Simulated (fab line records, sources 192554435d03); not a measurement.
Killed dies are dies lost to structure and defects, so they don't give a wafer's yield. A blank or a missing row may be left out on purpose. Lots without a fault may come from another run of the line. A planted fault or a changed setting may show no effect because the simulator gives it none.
fab line records | flow n5_finfet
record lots=24 wafers=72 last_day=19
route steps=1938 shown BEOL_M4@1063 BEOL_M5@1132
lots that met no fault: from a run of the same line without faults
start_h: hours from the record's first day to the start of the lot's first wafer shown | wait_h: hours since the lot's step before | " the same as in the row above | L1.1+2: a row that stands for several wafers | - no value, or no start given | * or withheld: withheld | < > ~ a bound
route shown NAME@n: a module of which the file shows steps, and the number in the route of the first | usual: mean/standard deviation of fault-free wafers | same: alike in all rows | chamber/n: place in a boat | sites: the reading at each site | _std_site: their standard deviation | _edge_site: outer sites' mean less inner sites' | radius_mm: how far each site lies from the wafer's centre | mask NAME#n: copy n | behind: the tool/chamber that last shaped the wafer | hold: why the lot was held/for how many hours/how that ended | device: the transistor (n, p or np) that didn't switch | end of line: the same wafers' tests at the end of the route | a step without rows: its recipe alone | killed: dies lost to structure and defects at the first sort, not the wafer's yield | map: a wafer's dies, x killed, . not, _ none there
set.NAME: the setting as run; set.NAME@STEP: as run at that earlier step | model.NAME: the simulator's own value behind a step, which no gauge read
steps of the route over a sample of lots; a table a step, a row a wafer
services: from which hour (start_h, from the record's first day; less than 0 if before it) a tool's chamber was out of use, for how many hours, and why
## steps
# step N5_BEOL_M4_ETCHBACK_99
# recipe chemistry=CHF3 target=SiO2 target_depth_a=50 time_s=10.4 source_w=215 bias_w=47 Ar_flow_sccm=200 CHF3_flow_sccm=12 ion_energy_ev=100 pressure_mtorr=30
# usual drypump_motor_current_A=5.6/0.45 oes_product_au=0.81/0.09 rf_vpp_V=241/6 showerhead_plenum_p_Torr=2.16/0.067 throttle_valve_pct=17.03/0.23
# columns lot.wafer tool chamber start_h wait_h drypump_motor_current_A oes_product_au rf_hours_counter_h rf_vpp_V showerhead_plenum_p_Torr throttle_valve_pct
L074.2 rie_diel-02 0 171.08 5.3 6.4 0.82 77 236 2.18 17.27
L074.3 " 3 " " 5.7 0.96 4 237 2.11 16.74
L074.5 " 2 " " 5.2 0.77 - 238 2.24 16.79
L075.3 rie_diel-03 3 181.65 13.4 4.9 0.94 9 255 2.30 16.85
L075.4 " 2 " " 5.2 0.72 185 243 2.06 17.35
L075.6 " 1 " " 5.8 0.66 - 238 2.12 16.89
L077.1 rie_diel-03 0 223.35 11.2 5.0 0.83 56 243 2.17 16.96
L077.2 " 2 " " 5.3 0.71 198 242 2.05 17.37
L077.5 " 1 " " 5.8 0.66 - 238 2.11 16.92
L078.2 rie_diel-04 2 227.34 4.5 6.2 0.92 20 240 2.29 16.88
L078.3 " 3 " " 6.0 0.89 34 250 2.17 16.95
L078.6 " 1 " " 5.7 0.75 - 240 2.16 17.35
L076.1 rie_diel-03 1 234.43 1.3 5.8 0.66 240 238 2.11 16.94
L076.5 " 1 " " 5.8 0.66 - 240 2.11 16.93
L076.6 " 0 " " 5.0 0.82 - 244 2.17 16.99
L083.1 rie_diel-02 0 237.71 3.5 6.3 0.80 102 234 2.17 17.32
L083.2 " 1 " " 5.4 0.96 8 243 2.12 17.04
L083.5 " 0 " " 6.3 0.79 - 233 2.17 17.32
L081.1 rie_diel-03 2 241.00 3.5 5.2 0.71 204 241 2.05 17.38
L081.2 " 3 " " 4.9 0.89 28 255 2.29 16.89
L081.4 " 0 " " 5.0 0.82 61 245 2.17 16.98
L080.1 rie_diel-02 3 244.45 6.3 5.7 0.89 31 237 2.10 16.78
L080.3 " 1 " " 5.5 0.97 10 243 2.12 17.05
L080.4 " 2 " " 5.3 0.74 146 236 2.23 16.84
L079.1 rie_diel-02 2 252.08 11.6 5.2 0.74 149 236 2.23 16.86
L079.2 " 0 " " 6.3 0.79 106 236 2.17 17.34
L079.3 " 3 " " 5.7 0.88 34 236 2.10 16.80
L082.1 rie_diel-02 1 254.68 4.7 5.4 0.95 13 243 2.12 17.07
L082.2 " 3 " " 5.7 0.88 35 237 2.10 16.79
L082.5 " 1 " " 5.5 0.95 - 241 2.12 17.05
L084.2 rie_diel-02 3 267.64 13.6 5.7 0.87 39 237 2.10 16.79
L084.4 " 2 " " 5.2 0.74 154 239 2.23 16.84
L084.6 " 2 " " 5.2 0.74 - 237 2.23 16.85
L085.3 rie_diel-03 0 270.90 13.1 5.0 0.83 72 245 2.17 17.00
L085.5 " 0 " " 5.0 0.81 - 246 2.17 17.00
L085.6 " 2 " " 5.2 0.70 - 242 2.05 17.42
L088.1 rie_diel-03 2 271.29 11.0 5.2 0.70 215 242 2.04 17.40
L088.2 " 3 " " 4.8 0.88 40 255 2.29 16.90
L088.4 " 3 " " 4.9 0.88 - 254 2.29 16.90
L086.1 rie_diel-02 2 271.38 7.0 5.2 0.75 155 237 2.23 16.86
L086.2 " 3 " " 5.7 0.88 40 237 2.10 16.81
L086.4 " 1 " " 5.5 0.93 19 243 2.12 17.07
L087.4 rie_diel-03 3 279.88 10.0 4.9 0.87 - 254 2.29 16.91
L087.5 " 2 " " 5.2 0.70 - 242 2.04 17.41
L087.6 " 0 " " 5.0 0.81 - 245 2.16 17.00
L091.1 rie_diel-02 0 294.16 11.3 6.3 0.78 120 234 2.16 17.35
L091.3 " 3 " " 5.7 0.86 48 237 2.09 16.83
L091.6 " 0 " " 6.3 0.78 - 236 2.16 17.36
L089.1 rie_diel-04 3 299.76 9.2 6.0 0.86 56 250 2.16 17.00
L089.3 " 0 " " 5.8 0.67 249 234 2.20 17.05
L089.5 " 3 " " 6.0 0.85 - 250 2.16 16.99
L093.1 rie_diel-02 0 312.81 10.8 6.3 0.77 128 235 2.16 17.37
L093.3 " 3 " " 5.7 0.85 55 238 2.09 16.83
L093.5 " 3 " " 5.7 0.85 - 236 2.09 16.83
L090.1 rie_diel-03 3 317.38 12.2 4.9 0.86 57 253 2.28 16.94
L090.2 " 0 " " 5.0 0.81 90 244 2.16 17.05
L090.4 " 2 " " 5.2 0.71 232 243 2.04 17.44
L092.3 rie_diel-02 2 317.56 8.1 5.2 0.72 171 237 2.22 16.89
L092.4 " 0 " " 6.3 0.77 129 235 2.16 17.37
L092.5 " 1 " " 5.5 0.91 - 243 2.11 17.09
L094.1 rie_diel-04 3 321.78 12.1 6.0 0.83 66 250 2.16 17.01
L094.2 " 2 " " 6.2 0.86 48 239 2.28 16.92
L094.5 " 2 " " 6.2 0.86 - 238 2.28 16.93
L095.1 rie_diel-04 1 325.98 15.6 5.7 0.73 229 240 2.15 17.41
L095.5 " 3 " " 6.0 0.84 - 250 2.16 17.00
L095.6 " 0 " " 5.8 1.01 - 232 2.20 16.60
L096.3 rie_diel-02 1 344.15 28.7 5.5 0.90 43 242 2.11 17.10
L096.5 " 0 " " 6.3 0.76 - 235 2.15 17.39
L096.6 " 2 " " 5.2 0.72 - 236 2.22 16.92
L097.1 rie_diel-04 2 344.42 25.8 6.2 0.86 59 239 2.28 16.94
L097.3 " 1 " " 5.7 0.72 237 241 2.14 17.44
L097.5 " 1 " " 5.7 0.72 - 241 2.14 17.43
# step N5_BEOL_M4_VIA_ETCH_34
# recipe chemistry=C4F6/O2 target_depth_a=694 mask_material=SOC pressure_mtorr=15 ion_energy_ev=250 taper_deg=4 time_s=65.9 source_w=350 bias_w=170 Ar_flow_sccm=300 C4F6_flow_sccm=10 O2_flow_sccm=10
# usual O2_flow_sccm=10.004/0.026 drypump_motor_current_A=5.6/0.45 oes_product_au=0.81/0.089 rf_vpp_V=666/17 showerhead_plenum_p_Torr=2.86/0.086 throttle_valve_pct=30.7/0.3
# columns lot.wafer tool chamber start_h wait_h O2_flow_sccm drypump_motor_current_A oes_product_au rf_hours_counter_h rf_vpp_V showerhead_plenum_p_Torr throttle_valve_pct
L074.2 rie_diel-02 0 171.22 0.0 10.022 6.3 0.83 77 650 2.87 31.1
L074.3 " 3 " " 10.011 5.7 0.97 4 656 2.79 30.4
L074.5 " 2 " " 10.041 5.2 0.77 - 654 2.96 30.5
L075.3 rie_diel-03 3 181.80 0.0 10.001 4.9 0.95 9 705 3.03 30.5
L075.4 " 2 " " 10.024 5.3 0.73 185 669 2.72 31.2
L075.6 " 1 " " 9.965 5.8 0.67 - 659 2.80 30.4
L077.1 rie_diel-03 0 223.49 0.0 9.982 5.0 0.83 57 678 2.87 30.6
L077.2 " 2 " " 10.016 5.2 0.72 199 669 2.71 31.2
L077.5 " 1 " " 10.004 5.8 0.66 - 659 2.80 30.4
L078.2 rie_diel-04 2 227.48 0.0 9.984 6.2 0.91 20 662 3.02 30.7
L078.3 " 3 " " 10.039 6.0 0.88 34 694 2.87 30.5
L078.6 " 1 " " 10.006 5.7 0.75 - 663 2.85 31.1
L076.1 rie_diel-03 1 234.57 0.0 10.026 5.8 0.66 241 657 2.79 30.4
L076.5 " 1 " " 10.027 5.8 0.66 - 657 2.79 30.4
L076.6 " 0 " " 9.978 5.0 0.82 - 676 2.87 30.6
L083.1 rie_diel-02 0 237.85 0.0 10.059 6.3 0.80 102 648 2.86 31.1
L083.2 " 1 " " 9.971 5.4 0.97 8 669 2.80 31.0
L083.5 " 0 " " 10.030 6.3 0.79 - 648 2.86 31.1
L081.1 rie_diel-03 2 241.14 0.0 10.022 5.3 0.72 204 668 2.71 31.2
L081.2 " 3 " " 9.974 4.9 0.90 29 706 3.02 30.5
L081.4 " 0 " " 10.026 5.0 0.82 61 676 2.86 30.6
L080.1 rie_diel-02 3 244.59 0.0 10.030 5.7 0.89 31 655 2.78 30.5
L080.3 " 1 " " 10.044 5.5 0.95 10 669 2.80 31.0
L080.4 " 2 " " 10.040 5.2 0.74 146 655 2.94 30.5
L079.1 rie_diel-02 2 252.23 0.0 9.995 5.2 0.75 149 653 2.94 30.5
L079.2 " 0 " " 10.057 6.3 0.80 107 649 2.86 31.1
L079.3 " 3 " " 10.013 5.7 0.88 34 655 2.77 30.5
L082.1 rie_diel-02 1 254.82 0.0 10.065 5.4 0.95 13 668 2.80 31.0
L082.2 " 3 " " 9.949 5.7 0.87 35 655 2.77 30.5
L082.5 " 1 " " 10.029 5.4 0.96 - 669 2.80 31.0
L084.2 rie_diel-02 3 267.78 0.0 9.991 5.7 0.87 39 655 2.77 30.5
L084.4 " 2 " " 9.983 5.2 0.73 155 654 2.94 30.5
L084.6 " 2 " " 9.999 5.2 0.74 - 656 2.94 30.5
L085.3 rie_diel-03 0 271.04 0.0 9.973 5.0 0.81 72 676 2.86 30.6
L085.5 " 0 " " 9.998 5.0 0.82 - 676 2.86 30.6
L085.6 " 2 " " 9.992 5.3 0.71 - 668 2.71 31.2
L088.1 rie_diel-03 2 271.43 0.0 10.017 5.2 0.71 215 669 2.70 31.2
L088.2 " 3 " " 9.968 4.9 0.88 40 703 3.02 30.5
L088.4 " 3 " " 9.945 4.8 0.88 - 705 3.02 30.5
L086.1 rie_diel-02 3 271.52 0.0 9.993 5.7 0.86 40 656 2.77 30.5
L086.2 " 0 " " 10.037 6.3 0.79 113 648 2.86 31.1
L086.4 " 1 " " 9.988 5.4 0.94 - 668 2.80 31.0
L087.4 rie_diel-03 3 280.03 0.0 10.012 4.8 0.87 - 704 3.01 30.5
L087.5 " 2 " " 9.999 5.2 0.70 - 668 2.70 31.2
L087.6 " 0 " " 9.982 5.0 0.81 - 676 2.86 30.6
L091.1 rie_diel-02 0 294.30 0.0 9.985 6.3 0.78 121 647 2.85 31.1
L091.3 " 3 " " 9.987 5.7 0.85 48 655 2.77 30.5
L091.6 " 0 " " 10.012 6.4 0.77 - 648 2.85 31.1
L089.1 rie_diel-04 3 299.91 0.0 9.966 6.0 0.85 56 692 2.86 30.5
L089.3 " 0 " " 10.006 5.8 0.67 249 644 2.90 30.4
L089.5 " 3 " " 9.981 6.0 0.85 - 691 2.86 30.6
L093.1 rie_diel-02 0 312.96 0.0 10.037 6.3 0.77 128 649 2.85 31.2
L093.3 " 3 " " 9.982 5.7 0.85 55 655 2.77 30.5
L093.5 " 3 " " 10.018 5.7 0.85 - 655 2.77 30.5
L090.1 rie_diel-03 3 317.52 0.0 9.976 4.9 0.85 57 704 3.01 30.5
L090.2 " 0 " " 9.992 5.0 0.80 91 675 2.85 30.6
L090.4 " 2 " " 10.004 5.2 0.69 232 668 2.70 31.2
L092.3 rie_diel-02 2 317.70 0.0 9.970 5.2 0.72 171 654 2.93 30.5
L092.4 " 0 " " 10.023 6.4 0.77 129 647 2.85 31.1
L092.5 " 1 " " 10.012 5.5 0.90 - 668 2.79 31.0
L094.1 rie_diel-04 3 321.92 0.0 9.990 6.0 0.84 66 693 2.85 30.6
L094.2 " 2 " " 10.029 6.2 0.86 48 661 3.01 30.7
L094.5 " 2 " " 9.981 6.3 0.86 - 660 3.01 30.7
L095.1 rie_diel-04 1 326.12 0.0 9.963 5.7 0.72 230 665 2.83 31.0
L095.5 " 3 " " 9.962 6.0 0.84 - 692 2.85 30.6
L095.6 " 0 " " 10.074 5.8 1.00 - 645 2.90 30.2
L096.3 rie_diel-02 1 344.29 0.0 9.984 5.5 0.89 44 668 2.79 31.0
L096.5 " 0 " " 10.007 6.3 0.76 - 648 2.85 31.2
L096.6 " 2 " " 10.008 5.3 0.72 - 655 2.93 30.5
L097.1 rie_diel-04 2 344.56 0.0 10.019 6.2 0.84 59 663 3.00 30.8
L097.3 " 1 " " 10.022 5.7 0.72 238 663 2.83 31.1
L097.5 " 1 " " 10.020 5.6 0.72 - 665 2.83 31.1
# step N5_BEOL_M4_PRE_CLEAN_60
# recipe gas=NH3/H2 time_s=15 temp_c=* rf_power_w=300
# usual heater_power_w=95/28 susceptor_temp_C=*
# columns lot.wafer tool chamber start_h wait_h heater_power_w susceptor_temp_C
L074.2 cvd_co-02 0 175.46 0.0 112 *
L074.3 " 1 " " 123 *
L074.5 " 2 " " 66 *
L075.3 cvd_co-02 2 185.83 0.0 67 *
L075.4 " 1 " " 120 *
L075.6 " 2 " " 67 *
L077.1 cvd_co-02 2 227.85 0.0 67 *
L077.2 " 1 " " 119 *
L077.5 " 0 " " 112 *
L078.2 cvd_co-01 2 232.88 0.1 69 *
L078.3 " 1 " " 140 *
L078.6 " 0 " " 69 *
L076.1 cvd_co-02 0 238.83 0.0 110 *
L076.5 " 1 " " 120 *
L076.6 " 0 " " 113 *
L083.1 cvd_co-01 2 242.45 0.0 70 *
L083.2 " 0 " " 70 *
L083.5 " 2 " " 69 *
L081.1 cvd_co-02 0 247.21 0.0 112 *
L081.2 " 1 " " 123 *
L081.4 " 1 " " 122 *
L080.1 cvd_co-02 0 248.70 0.1 111 *
L080.3 " 1 " " 122 *
L080.4 " 2 " " 66 *
L079.1 cvd_co-01 2 256.52 0.1 68 *
L079.2 " 0 " " 70 *
L079.3 " 1 " " 139 *
L082.1 cvd_co-02 0 258.89 0.0 114 *
L082.2 " 2 " " 66 *
L082.5 " 1 " " 124 *
L084.2 cvd_co-02 1 271.70 0.0 121 *
L084.4 " 2 " " 66 *
L084.6 " 1 " " 121 *
L085.3 cvd_co-02 1 275.27 0.0 124 *
L085.5 " 1 " " 123 *
L085.6 " 0 " " 113 *
L086.1 cvd_co-02 0 275.84 0.0 110 *
L086.2 " 2 " " 68 *
L086.4 " 0 " " 109 *
L088.1 cvd_co-02 1 277.10 0.0 121 *
L088.2 " 0 " " 114 *
L088.4 " 0 " " 111 *
L087.4 cvd_co-02 1 284.16 0.1 119 *
L087.5 " 0 " " 111 *
L087.6 " 2 " " 67 *
L091.1 cvd_co-01 1 298.28 0.0 139 *
L091.3 " 2 " " 69 *
L091.6 " 0 " " 72 *
L089.1 cvd_co-01 2 303.90 0.0 69 *
L089.3 " 0 " " 71 *
L089.5 " 2 " " 69 *
L093.1 cvd_co-01 0 317.18 0.0 70 *
L093.3 " 1 " " 143 *
L093.5 " 2 " " 68 *
L090.1 cvd_co-02 1 321.57 0.0 122 *
L090.2 " 0 " " 110 *
L090.4 " 2 " " 68 *
L092.3 cvd_co-01 1 323.29 0.1 137 *
L092.4 " 2 " " 70 *
L092.5 " 1 " " 141 *
L094.1 cvd_co-01 1 326.10 0.1 138 *
L094.2 " 2 " " 70 *
L094.5 " 2 " " 70 *
L095.1 cvd_co-01 1 331.63 0.0 141 *
L095.5 " 2 " " 67 *
L095.6 " 1 " " 143 *
L096.3 cvd_co-01 0 348.22 0.1 72 *
L096.5 " 0 " " 71 *
L096.6 " 2 " " 70 *
L097.1 cvd_co-01 2 348.42 0.0 68 *
L097.3 " 2 " " 69 *
L097.5 " 0 " " 74 *
# step N5_BEOL_M5_ETCH_62
# recipe chemistry=N2/H2 target=SOC target_depth_a=750 overetch_a=150 mask_material=SiARC temp_c=40 time_s=112.5 ion_energy_ev=200 pressure_mtorr=30 source_w=840 bias_w=150 n2_flow_sccm=200 h2_flow_sccm=200
# usual drypump_motor_current_A=5.80/0.26 oes_product_au=0.62/0.061 rf_vpp_V=523.3/2.6 showerhead_plenum_p_Torr=2.52/0.082 throttle_valve_pct=17.7/0.32
# columns lot.wafer tool chamber start_h wait_h drypump_motor_current_A oes_product_au rf_hours_counter_h rf_vpp_V showerhead_plenum_p_Torr throttle_valve_pct
L074.2 rie_diel-01 3 179.22 0.0 5.87 0.77 1 525.6 2.57 17.2
L074.3 " 0 " " 5.69 0.66 65 523.3 2.47 17.3
L074.5 " 3 " " 5.88 0.76 - 525.2 2.57 17.2
L075.3 rie_diel-06 0 188.82 0.0 5.90 0.59 148 526.2 2.64 17.9
L075.4 " 1 " " 6.23 0.58 212 519.0 2.42 17.7
L075.6 " 0 " " 5.89 0.59 - 527.2 2.64 17.9
L077.1 rie_diel-05 1 232.32 0.0 5.18 0.58 189 520.3 2.40 17.9
L077.2 " 0 " " 5.79 0.57 201 524.8 2.51 17.8
L077.5 " 3 " " 5.77 0.65 - 520.8 2.47 17.5
L078.2 rie_diel-06 0 235.94 0.0 5.94 0.59 160 525.9 2.63 17.9
L078.3 " 1 " " 6.26 0.57 224 520.4 2.42 17.7
L078.6 " 2 " " 6.02 0.59 - 520.9 2.47 18.2
L076.1 rie_diel-01 2 242.63 0.0 5.66 0.56 225 527.1 2.63 18.2
L076.5 " 3 " " 5.88 0.72 - 524.7 2.57 17.2
L076.6 " 2 " " 5.66 0.56 - 527.0 2.63 18.2
L083.1 rie_diel-01 2 245.73 0.0 5.66 0.56 226 526.4 2.63 18.2
L083.2 " 0 " " 5.65 0.65 88 521.9 2.46 17.4
L083.5 " 3 " " 5.83 0.72 - 525.6 2.57 17.2
L081.1 rie_diel-06 3 252.51 0.0 5.41 0.65 67 525.9 2.69 17.8
L081.2 " 2 " " 6.00 0.58 142 522.5 2.46 18.2
L081.4 " 1 " " 6.27 0.57 229 520.1 2.42 17.7
L080.1 rie_diel-05 0 253.20 0.0 5.78 0.57 207 522.9 2.51 17.9
L080.3 " 3 " " 5.79 0.64 108 522.7 2.46 17.5
L080.4 " 0 " " 5.78 0.57 - 523.4 2.51 17.9
L079.1 rie_diel-01 0 259.98 0.0 5.69 0.64 93 521.9 2.46 17.4
L079.2 " 3 " " 5.87 0.70 24 525.0 2.56 17.2
L079.3 " 2 " " 5.65 0.55 231 525.6 2.63 18.2
L082.1 rie_diel-05 3 263.30 0.0 5.75 0.65 111 521.9 2.46 17.5
L082.2 " 0 " " 5.79 0.57 211 523.4 2.50 17.9
L082.5 " 1 " " 5.19 0.57 - 519.2 2.40 17.9
L084.2 rie_diel-05 2 275.93 0.0 5.67 0.78 3 523.6 2.50 17.7
L084.4 " 1 " " 5.20 0.56 200 519.6 2.40 17.9
L084.6 " 3 " " 5.75 0.64 - 521.7 2.46 17.5
L085.3 rie_diel-01 2 279.83 0.0 5.67 0.55 236 526.4 2.63 18.2
L085.5 " 3 " " 5.83 0.70 - 524.3 2.56 17.2
L085.6 " 2 " " 5.66 0.55 - 526.4 2.63 18.2
L086.1 rie_diel-05 1 280.09 0.0 5.17 0.57 201 521.7 2.40 17.9
L086.2 " 3 " " 5.77 0.64 115 521.5 2.46 17.5
L086.4 " 2 " " 5.63 0.77 4 522.4 2.50 17.7
L088.1 rie_diel-01 1 280.84 0.0 6.12 0.64 92 525.0 2.58 17.9
L088.2 " 0 " " 5.69 0.63 99 521.0 2.46 17.4
L088.4 " 3 " " 5.85 0.70 30 527.5 2.56 17.2
L087.4 rie_diel-01 2 286.67 0.0 5.68 0.55 239 526.2 2.62 18.2
L087.5 " 3 " " 5.86 0.70 - 525.0 2.56 17.2
L087.6 " 0 " " 5.65 0.64 - 521.1 2.46 17.4
L091.1 rie_diel-01 0 301.30 0.0 5.69 0.62 105 520.9 2.45 17.4
L091.3 " 1 " " 6.09 0.64 98 525.0 2.58 18.0
L091.6 " 1 " " 6.12 0.63 - 525.1 2.58 18.0
L089.1 rie_diel-06 2 307.98 0.0 6.02 0.58 155 520.6 2.46 18.2
L089.3 " 1 " " 6.23 0.56 241 519.7 2.41 17.7
L089.5 " 3 " " 5.42 0.64 - 526.7 2.68 17.8
L093.1 rie_diel-06 1 321.79 0.0 6.26 0.56 245 518.6 2.41 17.7
L093.3 " 3 " " 5.41 0.63 86 527.9 2.68 17.8
L093.5 " 2 " " 6.02 0.57 - 519.7 2.46 18.2
L090.1 rie_diel-06 0 326.08 0.0 5.92 0.57 186 526.7 2.62 18.0
L090.2 " 3 " " 5.42 0.62 88 527.5 2.68 17.9
L090.4 " 1 " " 6.28 0.56 247 518.8 2.41 17.7
L092.3 rie_diel-01 0 326.28 0.0 5.71 0.62 114 522.1 2.45 17.4
L092.4 " 0 " " 5.74 0.62 - 520.1 2.45 17.4
L092.5 " 1 " " 6.13 0.63 - 525.5 2.57 18.0
L094.1 rie_diel-01 0 329.66 0.0 5.67 0.62 116 520.6 2.45 17.4
L094.2 " 1 " " 6.11 0.62 109 522.7 2.57 18.0
L094.5 " 3 " " 5.86 0.68 - 525.6 2.55 17.3
L095.1 rie_diel-01 0 336.87 0.0 5.69 0.62 118 520.4 2.45 17.4
L095.5 " 1 " " 6.12 0.62 - 525.7 2.57 18.0
L095.6 " 3 " " 5.83 0.68 - 525.9 2.55 17.3
L096.3 rie_diel-05 0 352.10 0.0 5.83 0.55 234 521.7 2.49 17.9
L096.5 " 0 " " 5.81 0.55 - 521.5 2.49 17.9
L096.6 " 1 " " 5.17 0.55 - 519.9 2.39 18.0
L097.1 rie_diel-01 0 353.13 0.0 5.70 0.61 124 520.8 2.45 17.4
L097.3 " 2 " " 5.67 0.76 2 524.4 2.62 17.8
L097.5 " 0 " " 5.69 0.61 - 518.7 2.45 17.4
# step N5_BEOL_M5_CD_MEAS_28
# recipe target_cd_nm=30.6 landing_energy_ev=500 detector=se_inlens target_cd_y_nm=20 polarity=opening
# usual cd_nm=30.63/0.25
# columns lot.wafer tool chamber start_h wait_h cd_nm
L074.2 cd_sem-01 0 181.54 - 30.70
L074.3 " 0 " " 30.83
L074.5 " 0 " " 30.60
L075.3 cd_sem-02 0 191.59 - 31.00
L075.4 " 0 " " 30.77
L075.6 " 0 " " 30.83
L077.1 cd_sem-02 0 234.29 - 30.65
L077.2 " 0 " " 30.36
L077.5 " 0 " " 30.21
L078.2 cd_sem-01 0 237.41 - 30.47
L078.3 " 0 " " 30.73
L078.6 " 0 " " 30.96
L076.1 cd_sem-03 0 244.55 - 30.25
L076.5 " 0 " " 30.19
L076.6 " 0 " " 30.58
L083.1 cd_sem-02 0 246.91 - 30.17
L083.2 " 0 " " 30.27
L083.5 " 0 " " 30.64
L081.1 cd_sem-02 0 254.57 - 30.72
L081.2 " 0 " " 30.54
L081.4 " 0 " " 30.44
L080.1 cd_sem-03 0 254.74 - 30.26
L080.3 " 0 " " 30.56
L080.4 " 0 " " 31.21
L079.1 cd_sem-02 0 261.57 - 30.83
L079.2 " 0 " " 30.89
L079.3 " 0 " " 30.32
L082.1 cd_sem-02 0 266.28 - 30.50
L082.2 " 0 " " 30.48
L082.5 " 0 " " 30.60
L084.2 cd_sem-01 0 278.48 - 30.54
L084.4 " 0 " " 30.71
L084.6 " 0 " " 30.70
L085.3 cd_sem-01 0 280.51 - 30.56
L085.5 " 0 " " 30.61
L085.6 " 0 " " 30.65
L086.1 cd_sem-03 0 284.22 - 30.68
L086.2 " 0 " " 31.03
L086.4 " 0 " " 30.36
L087.4 cd_sem-03 0 287.94 - 30.79
L087.5 " 0 " " 30.42
L087.6 " 0 " " 30.78
L088.1 cd_sem-02 0 287.99 - 30.81
L088.2 " 0 " " 30.43
L088.4 " 0 " " 30.42
L091.1 cd_sem-01 0 302.82 - 30.47
L091.3 " 0 " " 30.29
L091.6 " 0 " " 30.54
L089.1 cd_sem-03 0 311.16 - 30.37
L089.3 " 0 " " 30.59
L089.5 " 0 " " 30.88
L093.1 cd_sem-03 0 322.47 - 30.35
L093.3 " 0 " " 30.49
L093.5 " 0 " " 30.21
L090.1 cd_sem-02 0 328.23 - 30.96
L090.2 " 0 " " 31.18
L090.4 " 0 " " 30.82
L092.3 cd_sem-02 0 328.41 - 30.55
L092.4 " 0 " " 31.05
L092.5 " 0 " " 30.58
L094.1 cd_sem-01 0 330.51 - 30.92
L094.2 " 0 " " 30.73
L094.5 " 0 " " 30.39
L095.1 cd_sem-01 0 338.81 - 30.69
L095.5 " 0 " " 30.84
L095.6 " 0 " " 30.80
L096.3 cd_sem-01 0 352.92 - 30.42
L096.5 " 0 " " 30.74
L096.6 " 0 " " 30.75
L097.1 cd_sem-02 0 356.00 - 30.47
L097.3 " 0 " " 30.83
L097.5 " 0 " " 30.91
# step N5_BEOL_M5_SPUTTER_48
# recipe material=Cu target_thk_a=150 temp_c=-20 chamber_pressure_pa=0.07 power_w=withheld time_s=27.62
# usual susceptor_temp_C=-20.00/0.099 throttle_valve_pct=30.2/1.4
# columns lot.wafer tool chamber start_h wait_h susceptor_temp_C throttle_valve_pct
L074.2 pvd_sputter-03 - 185.06 0.2 -19.81 29.1
L074.3 " - " " -20.07 28.8
L074.5 " - " " -20.00 28.0
L075.3 pvd_sputter-02 - 193.41 0.1 -19.94 31.3
L075.4 " - " " -19.96 30.3
L075.6 " - " " -19.96 30.9
L077.1 pvd_sputter-03 - 236.64 0.4 -19.77 28.8
L077.2 " - " " -20.19 29.1
L077.5 " - " " -20.18 29.1
L078.2 pvd_sputter-03 - 241.07 1.6 -19.84 29.0
L078.3 " - " " -19.84 29.6
L078.6 " - " " -19.89 28.8
L076.1 pvd_sputter-02 - 247.10 0.3 -19.98 30.2
L076.5 " - " " -19.90 30.3
L076.6 " - " " -19.92 31.4
L083.1 pvd_sputter-01 - 248.82 0.1 -19.92 32.8
L083.2 " - " " -19.94 31.0
L083.5 " - " " -20.03 32.5
L081.1 pvd_sputter-02 - 256.78 0.1 -20.00 28.9
L081.2 " - " " -20.02 31.3
L081.4 " - " " -20.14 30.1
L080.1 pvd_sputter-01 - 258.15 1.3 -19.97 30.9
L080.3 " - " " -20.07 28.3
L080.4 " - " " -20.04 32.6
L079.1 pvd_sputter-01 - 263.61 0.1 -20.07 31.1
L079.2 " - " " -19.87 32.5
L079.3 " - " " -19.84 30.8
L082.1 pvd_sputter-01 - 268.64 0.1 -20.18 30.6
L082.2 " - " " -20.01 31.0
L082.5 " - " " -19.91 31.0
L084.2 pvd_sputter-02 - 280.71 0.1 -20.02 29.1
L084.4 " - " " -20.16 30.0
L084.6 " - " " -19.89 31.4
L085.3 pvd_sputter-01 - 284.26 0.1 -20.02 28.3
L085.5 " - " " -20.08 28.8
L085.6 " - " " -20.11 30.5
L086.1 pvd_sputter-02 - 286.52 0.4 -19.91 31.1
L086.2 " - " " -19.97 31.5
L086.4 " - " " -20.16 28.7
L087.4 pvd_sputter-01 - 290.10 0.3 -20.07 32.9
L087.5 " - " " -20.09 32.9
L087.6 " - " " -20.00 31.0
L088.1 pvd_sputter-02 - 290.95 1.2 -19.95 30.2
L088.2 " - " " -20.14 31.3
L088.4 " - " " -20.15 31.4
L091.1 pvd_sputter-02 - 305.12 0.2 -19.95 30.2
L091.3 " - " " -19.96 31.2
L091.6 " - " " -20.03 31.5
L089.1 pvd_sputter-01 - 313.47 0.1 -19.78 28.5
L089.3 " - " " -19.90 31.1
L089.5 " - " " -19.91 31.0
L093.1 pvd_sputter-03 - 325.97 0.1 -19.92 28.6
L093.3 " - " " -20.05 28.9
L093.5 " - " " -19.91 29.0
L090.1 pvd_sputter-03 - 330.91 0.2 -20.04 28.9
L090.2 " - " " -20.01 29.5
L090.4 " - " " -19.97 27.9
L092.3 pvd_sputter-01 - 331.17 0.1 -19.99 28.7
L092.4 " - " " -20.11 30.8
L092.5 " - " " -19.96 32.7
L094.1 pvd_sputter-02 - 332.86 0.1 -19.91 30.0
L094.2 " - " " -19.75 28.7
L094.5 " - " " -20.21 31.2
L095.1 pvd_sputter-01 - 340.83 0.3 -19.95 31.2
L095.5 " - " " -20.03 32.9
L095.6 " - " " -19.96 31.0
L096.3 pvd_sputter-02 - 356.09 1.1 -20.01 30.1
L096.5 " - " " -19.96 31.4
L096.6 " - " " -20.03 28.9
L097.1 pvd_sputter-03 - 358.18 0.2 -20.10 28.6
L097.3 " - " " -19.94 28.0
L097.5 " - " " -19.98 27.7
## services
# columns tool chamber start_h hours kind
rie_diel-04 0 148.13 4.3 repair
pvd_sputter-01 - 155.00 1.1 repair
pvd_sputter-01 - 161.50 48.4 repair
rie_diel-05 3 162.96 6.1 repair
rie_diel-05 2 176.92 13.9 repair
rie_diel-06 0 177.68 4.9 repair
rie_diel-06 - 185.73 0.7 repair
rie_diel-01 3 191.61 6.5 repair
rie_diel-02 1 191.74 - clean
cvd_co-02 - 193.08 4.3 pm
rie_diel-03 0 201.11 2.7 repair
rie_diel-01 1 226.27 14.9 repair
rie_diel-01 3 231.16 2.1 repair
rie_diel-01 1 243.55 4.0 repair
rie_diel-04 2 244.17 16.4 repair
rie_diel-05 2 283.64 2.9 repair
rie_diel-02 1 286.15 11.8 repair
rie_diel-05 2 290.80 7.5 repair
cvd_co-02 - 318.65 1.4 repair
cvd_co-01 0 330.47 4.0 repair
rie_diel-02 3 333.88 28.2 repair
rie_diel-05 2 344.91 8.1 repair
cvd_co-01 0 352.63 1.8 repair
rie_diel-01 1 352.91 9.1 repair
## key
fault none
